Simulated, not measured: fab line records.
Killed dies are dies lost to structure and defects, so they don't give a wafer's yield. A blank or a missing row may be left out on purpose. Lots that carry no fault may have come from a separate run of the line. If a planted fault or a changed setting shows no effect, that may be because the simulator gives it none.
fab line records    flow n5-finfet
record: lots: 14  wafers: 42  last-day: 18
route steps=1938 shown BEOL_M7@1279
lots untouched by any fault: they come from a run of this same line in which no faults occurred
start-h: start of the lot's first displayed wafer, in hours after the record's first day    wait-h: hours since the lot's step before    " the same as in the row above    L1.1+2: a row that stands for several wafers    - either no value or no given start    * or withheld: withheld    < > ~ a bound
route shown NAME@n: NAME is a module with steps in the file, n the number in the route of the first one    usual: the fault-free wafers' mean and standard deviation    same: alike in all rows    chamber/n: place in a boat    sites: the reading at each site    _std_site: the values' standard deviation    _edge_site: mean of outer sites minus mean of inner sites    radius-mm: how far each site lies from the wafer's centre    mask NAME#n: copy n    behind: tool/chamber where the wafer was last shaped    hold: why the lot was held/for how many hours/how that ended    device: transistor that didn't switch, given as n, p or np    end of line: tests run on the same wafers once the route is complete    where a step has no rows: the recipe by itself    killed: at the first sort, the dies lost to defects and structure; wafer yield is something else    map: shows each die of a wafer: x if killed, . if not, _ if none is there
set.NAME: the setting as run; set.NAME@STEP: as run at that earlier step    model.NAME: the simulator's own value behind a step, which no gauge read
a sample of lots followed through the steps of the route, with each step as a table and each wafer as a row
services: a tool's chamber out of use, with start hour (start-h, from the record's first day; less than 0 if before it), hours out, and reason
== steps ==
step: N5_BEOL_M7_DESCUM_16
recipe: chemistry: O2  time-s: 7.9  source-power-w: 50  bias-power-w: 20  pressure-mtorr: 20  rf-frequency-hz: 2.712e+07  temp-c: 40  resist: CAR-ArF  o2-flow-sccm: 225
usual: bias-power-w: 20.00/0.06  drypump-motor-current-A: 5.9/0.36  o2-flow-sccm: 224.8/0.67  oes-product-au: 0.76/0.08  rf-fwd-power-W: 49.29/0.24  rf-vpp-V: 243.3/1.5  showerhead-plenum-p-Torr: 2.10/0.085  throttle-valve-pct: 20.44/0.22
lot.wafer  tool         chamber  start-h  wait-h  bias-power-w  drypump-motor-current-A  o2-flow-sccm  oes-product-au  rf-fwd-power-W  rf-hours-counter-h  rf-vpp-V  showerhead-plenum-p-Torr  throttle-valve-pct
L155.1     rie-diel-05  2        209.87   0.2     20.02         5.6                      224.3         0.67            49.24           246                 244.4     2.16                      20.75
L155.4     "            0        "        "       20.04         5.5                      223.7         0.75            49.25           143                 241.2     2.01                      20.64
L155.6     "            1        "        "       19.89         6.1                      224.7         0.71            49.46           -                   241.6     1.97                      20.02
L159.3     rie-diel-05  3        230.84   0.0     19.95         5.8                      223.6         0.72            49.11           203                 243.8     2.16                      20.58
L159.4     "            1        "        "       19.82         6.1                      224.7         0.70            48.99           -                   240.4     1.97                      20.05
L159.5     "            3        "        "       19.88         5.8                      225.0         0.71            49.04           -                   244.0     2.16                      20.59
L156.3     rie-diel-05  3        235.03   0.0     20.03         5.8                      225.2         0.71            48.70           204                 244.8     2.16                      20.60
L156.5     "            0        "        "       20.00         5.5                      224.9         0.74            49.57           -                   241.9     2.00                      20.67
L156.6     "            1        "        "       20.09         6.1                      224.9         0.70            49.13           -                   241.6     1.97                      20.01
L164.1     rie-diel-05  2        266.53   0.2     20.00         5.6                      225.9         0.96            49.40           8                   243.3     2.15                      20.37
L164.4     "            1        "        "       19.96         6.1                      224.5         0.69            49.40           247                 241.7     1.96                      20.06
L164.6     "            0        "        "       20.02         5.5                      223.9         0.73            49.24           -                   241.6     2.00                      20.66
L165.1     rie-diel-05  3        276.81   0.0     20.00         5.8                      226.3         0.70            49.02           216                 243.3     2.16                      20.61
L165.3     "            1        "        "       19.89         6.1                      225.1         0.69            49.44           249                 242.7     1.96                      20.07
L165.5     "            3        "        "       20.02         5.8                      225.8         0.70            48.86           -                   244.0     2.16                      20.61
L168.1     rie-diel-06  2        300.47   0.1     20.08         6.3                      224.1         0.69            49.47           229                 242.6     2.08                      20.54
L168.4     "            0        "        "       20.08         4.9                      225.0         0.94            48.91           15                  244.6     2.24                      20.67
L168.5     "            3        "        "       20.00         6.3                      226.4         0.76            49.68           -                   244.0     2.10                      20.46
L169.1     rie-diel-01  0        303.52   0.2     19.98         5.5                      225.3         0.78            49.01           108                 244.7     2.20                      20.61
L169.2     "            3        "        "       20.08         5.7                      224.9         0.70            49.06           234                 243.8     2.15                      20.39
L169.5     "            3        "        "       20.09         5.7                      224.3         0.70            49.16           -                   246.0     2.15                      20.39
L170.2     rie-diel-05  3        305.96   0.4     19.93         5.8                      224.8         0.68            49.15           229                 243.0     2.15                      20.62
L170.3     "            0        "        "       19.97         5.5                      225.4         0.72            49.33           178                 242.4     1.99                      20.68
L170.6     "            2        "        "       20.05         5.6                      223.7         0.93            49.67           -                   244.4     2.15                      20.37
L171.2     rie-diel-01  0        306.64   0.3     20.05         5.4                      223.8         0.77            49.09           109                 244.7     2.20                      20.60
L171.3     "            3        "        "       20.01         5.7                      224.8         0.69            49.30           235                 245.3     2.15                      20.38
L171.4     "            1        "        "       20.14         6.3                      224.7         0.75            49.65           190                 245.0     2.18                      20.16
L172.1     rie-diel-06  0        310.52   0.4     20.06         4.9                      225.3         0.94            49.20           18                  243.5     2.24                      20.68
L172.3     "            3        "        "       20.05         6.3                      224.3         0.76            49.48           128                 245.0     2.10                      20.49
L172.6     "            3        "        "       19.95         6.3                      225.8         0.76            49.50           -                   243.7     2.10                      20.46
L173.2     rie-diel-06  0        323.15   0.3     19.99         4.9                      225.0         0.92            49.33           22                  245.7     2.24                      20.70
L173.3     "            3        "        "       19.97         6.3                      226.0         0.76            49.58           131                 243.5     2.10                      20.49
L173.5     "            1        "        "       20.05         5.9                      225.0         0.79            49.42           -                   242.2     2.11                      20.35
L174.1     rie-diel-05  2        330.70   0.1     19.96         5.6                      224.9         0.92            49.41           30                  244.1     2.15                      20.40
L174.3     "            0        "        "       20.04         5.5                      223.4         0.71            49.18           186                 240.8     1.99                      20.70
L174.4     "            1        "        "       20.08         6.1                      225.1         0.95            49.17           6                   243.8     2.22                      19.73
L175.1     rie-diel-01  2        339.52   2.6     20.05         6.3                      225.3         0.69            49.47           222                 241.9     1.97                      20.30
L175.3     "            3        "        "       20.03         5.7                      225.6         0.69            49.14           246                 244.4     2.14                      20.43
L175.5     "            2        "        "       20.09         6.4                      224.3         0.70            49.48           -                   241.6     1.97                      20.27
L176.1     rie-diel-01  0        340.11   2.9     19.98         5.5                      224.3         0.77            49.26           121                 245.2     2.20                      20.63
L176.3     "            1        "        "       20.04         6.3                      224.6         0.75            49.79           202                 244.2     2.18                      20.16
L176.5     "            3        "        "       19.89         5.7                      224.5         0.69            49.26           -                   244.3     2.14                      20.40
step: N5_BEOL_M7_ETCH_62
recipe: chemistry: N2/H2  target: SOC  target-depth-a: 1100  overetch-a: 220  mask-material: SiARC  temp-c: 40  time-s: 165  ion-energy-ev: 200  pressure-mtorr: 30  source-w: 840  bias-w: 150  n2-flow-sccm: 200  h2-flow-sccm: 200
usual: bias-w: 150.0/0.44  drypump-motor-current-A: 5.9/0.35  oes-product-au: 0.64/0.062  rf-fwd-power-W: 836.9/2.6  rf-vpp-V: 523.9/2.8  showerhead-plenum-p-Torr: 2.55/0.097  throttle-valve-pct: 17.84/0.23
lot.wafer  tool         chamber  start-h  wait-h  bias-w  drypump-motor-current-A  oes-product-au  rf-fwd-power-W  rf-hours-counter-h  rf-vpp-V  showerhead-plenum-p-Torr  throttle-valve-pct
L155.1     rie-diel-05  2        209.96   0.0     150.7   5.6                      0.56            839.2           246                 526.0     2.60                      18.04
L155.4     "            0        "        "       149.1   5.5                      0.63            835.7           143                 521.4     2.44                      18.09
L155.6     "            1        "        "       149.8   6.1                      0.59            835.0           -                   521.2     2.41                      17.51
L159.3     rie-diel-05  3        230.93   0.0     149.4   5.8                      0.61            834.3           203                 525.2     2.63                      18.03
L159.4     "            1        "        "       150.6   6.1                      0.59            834.9           -                   519.7     2.41                      17.53
L159.5     "            3        "        "       149.6   5.8                      0.60            835.1           -                   526.1     2.63                      18.04
L156.3     rie-diel-05  3        235.12   0.0     149.9   5.8                      0.61            836.0           204                 526.2     2.63                      18.04
L156.5     "            0        "        "       150.1   5.6                      0.62            835.0           -                   520.5     2.43                      18.07
L156.6     "            1        "        "       150.3   6.1                      0.59            839.4           -                   519.8     2.41                      17.55
L164.1     rie-diel-05  2        266.62   0.0     150.2   5.6                      0.79            837.3           8                   526.6     2.60                      17.60
L164.4     "            1        "        "       150.4   6.1                      0.59            838.0           247                 520.5     2.40                      17.56
L164.6     "            0        "        "       149.7   5.6                      0.62            836.4           -                   520.5     2.43                      18.11
L165.1     rie-diel-05  3        276.90   0.0     149.6   5.8                      0.60            836.2           216                 526.0     2.63                      18.06
L165.3     "            1        "        "       150.1   6.1                      0.58            836.1           249                 520.0     2.40                      17.57
L165.5     "            3        "        "       150.1   5.8                      0.60            837.1           -                   525.9     2.63                      18.05
L168.1     rie-diel-06  2        300.57   0.0     149.9   6.4                      0.59            835.3           229                 523.4     2.49                      17.73
L168.4     "            0        "        "       150.0   4.9                      0.79            835.8           15                  528.3     2.69                      17.84
L168.5     "            3        "        "       149.6   6.3                      0.65            837.5           -                   523.2     2.57                      18.03
L169.1     rie-diel-01  0        303.61   0.0     150.3   5.5                      0.67            831.3           108                 527.9     2.67                      17.91
L169.2     "            3        "        "       149.7   5.7                      0.59            841.0           234                 525.4     2.62                      17.91
L169.5     "            3        "        "       150.3   5.8                      0.59            841.7           -                   525.3     2.62                      17.90
L170.2     rie-diel-05  3        306.05   0.0     149.8   5.8                      0.60            834.5           229                 525.2     2.62                      18.08
L170.3     "            0        "        "       149.3   5.5                      0.61            836.5           178                 520.6     2.42                      18.13
L170.6     "            2        "        "       150.3   5.6                      0.77            838.0           -                   525.4     2.59                      17.63
L171.2     rie-diel-01  0        306.73   0.0     149.4   5.5                      0.67            835.8           109                 527.0     2.67                      17.90
L171.3     "            3        "        "       149.4   5.7                      0.59            834.4           235                 525.9     2.61                      17.91
L171.4     "            1        "        "       150.2   6.3                      0.64            836.3           190                 525.2     2.63                      17.40
L172.1     rie-diel-06  0        310.62   0.0     150.1   4.9                      0.77            838.0           18                  528.3     2.69                      17.84
L172.3     "            3        "        "       150.4   6.3                      0.64            834.6           128                 523.4     2.57                      18.05
L172.6     "            3        "        "       150.5   6.3                      0.64            837.0           -                   522.0     2.57                      18.03
L173.2     rie-diel-06  0        323.25   0.0     149.9   4.9                      0.76            837.9           22                  529.7     2.69                      17.86
L173.3     "            3        "        "       149.7   6.3                      0.64            839.9           131                 524.5     2.57                      18.04
L173.5     "            1        "        "       149.8   5.9                      0.67            839.2           -                   524.8     2.58                      17.85
L174.1     rie-diel-05  2        330.79   0.0     150.1   5.6                      0.75            834.3           30                  526.6     2.59                      17.64
L174.3     "            0        "        "       149.4   5.5                      0.61            838.2           186                 522.4     2.42                      18.16
L174.4     "            1        "        "       150.4   6.1                      0.80            840.0           6                   528.7     2.72                      17.17
L175.1     rie-diel-01  2        339.61   0.0     150.6   6.4                      0.59            840.8           222                 519.2     2.42                      17.75
L175.3     "            3        "        "       149.9   5.7                      0.58            836.5           246                 525.7     2.61                      17.93
L175.5     "            2        "        "       150.8   6.4                      0.59            834.5           -                   520.3     2.42                      17.73
L176.1     rie-diel-01  0        340.20   0.0     149.6   5.5                      0.66            836.5           121                 526.1     2.67                      17.93
L176.3     "            1        "        "       149.4   6.3                      0.62            836.4           202                 525.5     2.62                      17.42
L176.5     "            3        "        "       149.4   5.7                      0.59            836.6           -                   525.4     2.61                      17.93
step: N5_BEOL_M7_HM_OPEN_17
recipe: chemistry: Cl2/BCl3  target-depth-a: 200  overetch-a: 60  target: TiN  mask-material: SOC  ion-energy-ev: 150  pressure-mtorr: 10  icp-w: 1000  bias-w: 126  Cl2_flow_sccm: 53.25  bcl3-flow-sccm: 21.75  Ar_flow_sccm: 25
usual: bcl3-flow-sccm: 21.76/0.07  bias-w: 126.0/0.38  drypump-motor-current-A: 5.9/0.44  oes-product-au: 0.66/0.095  rf-fwd-power-W: 991/3.5  throttle-valve-pct: 22.17/0.26
lot.wafer  tool          chamber  start-h  wait-h  bcl3-flow-sccm  bias-w  drypump-motor-current-A  oes-product-au  rf-fwd-power-W  rf-hours-counter-h  throttle-valve-pct
L155.1     rie-metal-02  1        210.14   0.0     21.85           125.3   6.4                      0.53            988             111                 21.94
L155.4     "             1        "        "       21.91           125.6   6.4                      0.53            991             -                   21.92
L155.6     "             1        "        "       21.81           125.7   6.4                      0.53            988             -                   21.94
L159.3     rie-metal-01  1        231.19   0.1     21.71           125.3   5.4                      0.60            989             -                   21.99
L159.4     "             1        "        "       21.77           125.7   5.4                      0.60            992             -                   22.01
L159.5     "             1        "        "       21.78           126.0   5.4                      0.60            987             -                   21.99
L156.3     rie-metal-01  1        235.39   0.1     21.72           126.7   5.4                      0.59            984             -                   21.99
L156.5     "             1        "        "       21.64           126.4   5.4                      0.59            984             -                   21.99
L156.6     "             1        "        "       21.74           125.8   5.4                      0.59            986             -                   22.00
L164.1     rie-metal-01  1        266.80   0.0     -               -       -                        -               -               -                   -
L164.4     "             0        "        "       -               -       -                        -               -               -                   -
L164.6     "             1        "        "       -               -       -                        -               -               -                   -
L165.1     rie-metal-02  1        277.09   0.0     -               -       -                        -               -               -                   -
L165.3     "             0        "        "       -               -       -                        -               -               -                   -
L165.5     "             0        "        "       -               -       -                        -               -               -                   -
L168.1     rie-metal-02  0        300.76   0.0     21.73           126.4   6.3                      0.73            988             20                  22.23
L168.4     "             0        "        "       21.75           126.3   6.3                      0.72            990             -                   22.23
L168.5     "             0        "        "       21.74           125.5   6.4                      0.72            987             -                   22.24
L169.1     rie-metal-02  0        303.80   0.0     21.74           126.3   6.3                      0.72            991             20                  22.24
L169.2     "             0        "        "       21.78           125.9   6.3                      0.73            989             -                   22.24
L169.5     "             0        "        "       21.84           125.8   6.3                      0.72            986             -                   22.24
L170.2     rie-metal-03  1        306.26   0.1     21.87           125.7   5.5                      0.64            993             -                   22.69
L170.3     "             1        "        "       21.79           126.1   5.5                      0.65            994             -                   22.68
L170.6     "             1        "        "       21.87           126.3   5.5                      0.64            997             -                   22.68
L171.2     rie-metal-02  0        306.95   0.1     21.73           126.4   6.3                      0.71            990             -                   22.24
L171.3     "             0        "        "       21.77           125.6   6.4                      0.72            989             -                   22.22
L171.4     "             0        "        "       21.76           126.4   6.3                      0.72            990             -                   22.25
L172.1     rie-metal-02  1        310.80   0.0     21.61           126.5   6.4                      0.85            989             0                   21.72
L172.3     "             0        "        "       21.72           126.5   6.3                      0.72            989             -                   22.24
L172.6     "             1        "        "       21.69           126.3   6.4                      0.85            994             -                   21.72
L173.2     rie-metal-01  0        323.43   0.0     21.66           126.1   5.6                      0.78            989             10                  21.91
L173.3     "             0        "        "       21.68           126.5   5.6                      0.78            988             -                   21.89
L173.5     "             1        "        "       21.81           126.1   5.4                      0.57            988             -                   22.03
L174.1     rie-metal-03  0        330.98   0.0     21.80           126.5   5.5                      0.83            995             1                   22.07
L174.3     "             0        "        "       21.70           126.5   5.5                      0.84            993             -                   22.09
L174.4     "             1        "        "       21.62           126.2   5.5                      0.63            988             -                   22.68
L175.1     rie-metal-01  1        339.80   0.0     21.83           126.4   5.4                      0.57            982             89                  22.02
L175.3     "             0        "        "       21.69           125.8   5.6                      0.78            988             -                   21.92
L175.5     "             0        "        "       21.71           125.5   5.5                      0.77            984             -                   21.93
L176.1     rie-metal-02  1        340.38   0.0     21.72           126.1   6.4                      0.82            992             3                   21.69
L176.3     "             0        "        "       21.70           125.8   6.4                      0.71            991             -                   22.26
L176.5     "             0        "        "       21.70           126.2   6.3                      0.71            994             -                   22.27
step: N5_BEOL_M7_CD_MEAS_18
recipe: pitch-nm: 80  target-cd-nm: 40
usual: cd-nm: 40.1/0.63
lot.wafer  tool       chamber  start-h  wait-h  cd-nm
L155.1     cd-sem-03  -        210.48   0.1     39.7
L155.4     "          -        "        "       40.4
L155.6     "          -        "        "       39.7
L159.3     cd-sem-02  -        231.40   0.1     39.5
L159.4     "          -        "        "       40.2
L159.5     "          -        "        "       39.9
L156.3     cd-sem-03  -        235.65   0.1     40.3
L156.5     "          -        "        "       40.5
L156.6     "          -        "        "       40.1
L164.1     cd-sem-03  -        266.98   0.0     -
L164.4     "          -        "        "       -
L164.6     "          -        "        "       -
L165.1     cd-sem-02  -        277.27   0.0     -
L165.3     "          -        "        "       -
L165.5     "          -        "        "       -
L168.1     cd-sem-02  -        301.03   0.0     40.0
L168.4     "          -        "        "       39.7
L168.5     "          -        "        "       40.7
L169.1     cd-sem-02  -        304.07   0.0     39.5
L169.2     "          -        "        "       40.3
L169.5     "          -        "        "       40.2
L170.2     cd-sem-02  -        306.67   0.1     39.8
L170.3     "          -        "        "       39.9
L170.6     "          -        "        "       39.9
L171.2     cd-sem-02  -        307.20   0.1     39.6
L171.3     "          -        "        "       40.5
L171.4     "          -        "        "       39.4
L172.1     cd-sem-02  -        310.98   0.0     40.9
L172.3     "          -        "        "       40.9
L172.6     "          -        "        "       41.2
L173.2     cd-sem-01  -        323.61   0.1     40.4
L173.3     "          -        "        "       40.7
L173.5     "          -        "        "       40.0
L174.1     cd-sem-01  -        331.19   0.0     41.1
L174.3     "          -        "        "       40.3
L174.4     "          -        "        "       40.4
L175.1     cd-sem-02  -        340.12   0.0     39.4
L175.3     "          -        "        "       40.3
L175.5     "          -        "        "       39.3
L176.1     cd-sem-01  -        340.77   0.1     39.3
L176.3     "          -        "        "       39.4
L176.5     "          -        "        "       40.3
step: N5_BEOL_M7_INSPECT_30
recipe: mode: adi  inspect-instrument: brightfield
usual: raw-defect-count: 389/94
lot.wafer  tool               chamber  start-h  wait-h  raw-defect-count
L155.1     defect-inspect-02  -        213.32   0.1     472
L155.4     "                  -        "        "       356
L155.6     "                  -        "        "       363
L159.3     defect-inspect-02  -        234.46   0.0     360
L159.4     "                  -        "        "       344
L159.5     "                  -        "        "       388
L156.3     defect-inspect-02  -        236.19   0.0     301
L156.5     "                  -        "        "       526
L156.6     "                  -        "        "       424
L168.1     defect-inspect-02  -        301.42   0.1     321
L168.4     "                  -        "        "       294
L168.5     "                  -        "        "       262
L169.1     defect-inspect-01  -        304.99   0.1     277
L169.2     "                  -        "        "       249
L169.5     "                  -        "        "       359
L170.2     defect-inspect-02  -        309.14   0.0     440
L170.3     "                  -        "        "       392
L170.6     "                  -        "        "       235
L171.2     defect-inspect-02  -        309.18   0.0     262
L171.3     "                  -        "        "       279
L171.4     "                  -        "        "       367
L172.1     defect-inspect-02  -        313.08   0.1     629
L172.3     "                  -        "        "       375
L172.6     "                  -        "        "       379
L173.2     defect-inspect-02  -        326.74   0.0     334
L173.3     "                  -        "        "       346
L173.5     "                  -        "        "       781
L174.1     defect-inspect-02  -        332.28   0.1     388
L174.3     "                  -        "        "       766
L174.4     "                  -        "        "       478
L175.1     defect-inspect-01  -        341.07   0.1     506
L175.3     "                  -        "        "       448
L175.5     "                  -        "        "       586
L176.1     defect-inspect-01  -        341.24   0.1     288
L176.3     "                  -        "        "       305
L176.5     "                  -        "        "       338
== services ==
tool          chamber  start-h  hours  kind
rie-diel-06   2        201.30   23.7   repair
rie-diel-06   3        202.27   7.3    repair
rie-diel-01   -        211.73   3.2    repair
rie-diel-05   2        220.81   -      clean
rie-diel-05   2        220.81   -      consumable-replace:focus-ring
rie-diel-05   2        220.81   17.9   scheduled-down
rie-diel-05   2        220.81   17.9   vent-cycle
rie-diel-06   0        226.90   -      clean
rie-metal-03  -        242.81   14.6   pm
rie-diel-01   -        243.61   0.2    repair
rie-metal-03  -        258.06   1.4    pm
rie-diel-06   0        271.64   2.8    repair
rie-diel-05   1        280.56   -      clean
rie-diel-05   1        280.56   -      consumable-replace:focus-ring
rie-diel-05   1        280.56   -      consumable-replace:showerhead
rie-diel-05   1        280.56   29.9   scheduled-down
rie-diel-05   1        280.56   29.9   vent-cycle
rie-metal-02  1        285.18   -      clean
rie-metal-02  1        285.18   24.6   scheduled-down
rie-metal-02  1        285.18   24.6   vent-cycle
rie-diel-05   2        296.80   2.9    repair
rie-diel-06   3        316.56   4.0    repair
rie-diel-06   -        325.45   14.6   pm
rie-diel-01   -        336.07   0.2    repair
== key ==
first-sign: step: N5_BEOL_M7_HM_OPEN_17  reading: tool-record  direction: missing
effect: step: N5_BEOL_M7_CD_MEAS_18  reading: cd-nm  direction: missing
met-at N5_BEOL_M7_HM_OPEN_17
struck-lots L164,L165
later-rows-left-out L164.1,L164.4,L164.6,L165.1,L165.3,L165.5
sort-left-out L164.1,L164.4,L164.6,L165.1,L165.3,L165.5
not-acting-at N5_BEOL_M7_DESCUM_16,N5_BEOL_M7_ETCH_62,N5_BEOL_M7_INSPECT_30
onset-between 235.39 266.80
fault: kind: skipped-step-whole  tool: rie-metal-01,rie-metal-02  chamber: -  onset-h: 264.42  steps: N5_BEOL_M7_HM_OPEN_17  scope: struck-lots-only
sort-left-out: the simulated sort isn't trusted on such a fault, so these wafers' sort isn't shown, and their yield isn't known
later-rows-left-out: the simulator's readings of these wafers behind a module that went badly wrong aren't trusted and aren't shown, but for the sort
